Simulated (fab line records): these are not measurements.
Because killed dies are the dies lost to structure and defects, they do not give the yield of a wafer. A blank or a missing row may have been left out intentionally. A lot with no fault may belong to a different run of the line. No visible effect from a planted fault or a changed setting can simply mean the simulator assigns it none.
Comparing a struck lot with a sound one | flow n5_finfet | 14 out of 1938 route steps
Sound: wafers L300.2, L300.3, L300.5. Wafers L287.1, L287.3, L287.4 were the ones struck. The cause comes at the end.
At each step with rows: each side's tool, then ch and its chambers, then its first start. Under that, the readings that differ: sound wafers | struck wafers | difference of the means | sigmas: that difference in standard deviations of wafers without a fault.
alike: readings whose means differ by less than 2 such deviations, and words and numbers that are the same on both sides. not compared: withheld readings, readings that some wafer has no value for, bounds like >300 that may hide the same value, and numbers for which the record gives no deviation and whose values overlap.
Wherever a step has rows on one side only, a row that says differs or no value, or a row with sigmas, the two part there. Numbers that have no deviation but don't overlap get no sigmas and don't part them. Lack of a reading on every wafer of one side parts them only where that side has two or more wafers.

N5_BEOL_M12_CMP_49: polishes, stops on SiOC, t overpolish 20.6 s, target thk 320 nm.
  sound on cmp-04 ch 0,1,2, day 15 17:01; struck on cmp-04 ch 1,2,3, day 12 16:17
  alike: barrier_field_endpoint_s, clearing_platen_rpm, motor_current_A, overpolish_run_s, retaining_ring_pressure_frac, slurry_flow_ml_min
N5_BEOL_M12_THK_MEAS_50: measures by xrf.
  sound: film_metro-02 at day 15 17:16; struck: film_metro-01 at day 12 16:32
  alike: M12_THK
then, 1 step without rows for these wafers: N5_BEOL_M12_PRE_CLEAN_52 (time 15 s).
N5_BEOL_M12_DEP_53: deposits SiCN from 3MS/NH3, target thk 30 nm, time 10.5 s.
  sound on pecvd-03 ch 0,1, day 15 17:20; struck on pecvd-02 ch 0,1,2, day 12 16:36
  alike: rf_fwd_power_W, showerhead_plenum_p_Torr, throttle_valve_pct
N5_BEOL_M12_RS_MEAS_54: measures by four-point-probe.
  sound: film_metro-01 at day 15 17:24; struck: film_metro-02 at day 12 16:40
  alike: M12_RS
N5_BEOL_M12_INSPECT_55: inspects for defects (darkfield).
  sound: defect_inspect-01 at day 15 17:25; struck: defect_inspect-01 at day 12 16:41
  alike: raw_defect_count
N5_BEOL_M13_ILD_DEP_00: deposits SiOC from DEMS/O2, target thk 837.92 nm, time 166.4 s.
  sound on pecvd-01 ch 0,2, day 15 17:28; struck on pecvd-04 ch 0,1, day 12 16:44
  alike: heater_power_w, rf_fwd_power_W, showerhead_plenum_p_Torr, throttle_valve_pct
N5_BEOL_M13_THK_MEAS_01:
  sound: film_metro-01 at day 15 17:37; struck: film_metro-02 at day 12 16:53
  alike: M13_ILD_THK
then, 4 steps without rows for these wafers: N5_BEOL_M13_COAT_58 (time 60 s, resist thk 89 nm); N5_BEOL_M13_COAT_04 (resist thk 400 nm); N5_BEOL_M13_EBR_06; N5_BEOL_M13_SOFTBAKE_05 (time 60 s).
N5_BEOL_M13_EXPOSE_07: exposes mask V12.
  sound on krf_scanner-01 ch 0, day 15 17:45; struck on krf_scanner-01, day 12 17:01
  no value came back on the struck wafers for exposure_dose_mJ_cm2, focus_offset_nm (nm); on the sound wafers exposure_dose_mJ_cm2 reads 24.764 24.760 24.754
  alike: mask
then, 1 step without rows for these wafers: N5_BEOL_M13_PEB_08 (peb time 90 s).

## WHERE THEY PART
Only at N5_BEOL_M13_EXPOSE_07, within this record.

WHY: what had been put in by the simulator
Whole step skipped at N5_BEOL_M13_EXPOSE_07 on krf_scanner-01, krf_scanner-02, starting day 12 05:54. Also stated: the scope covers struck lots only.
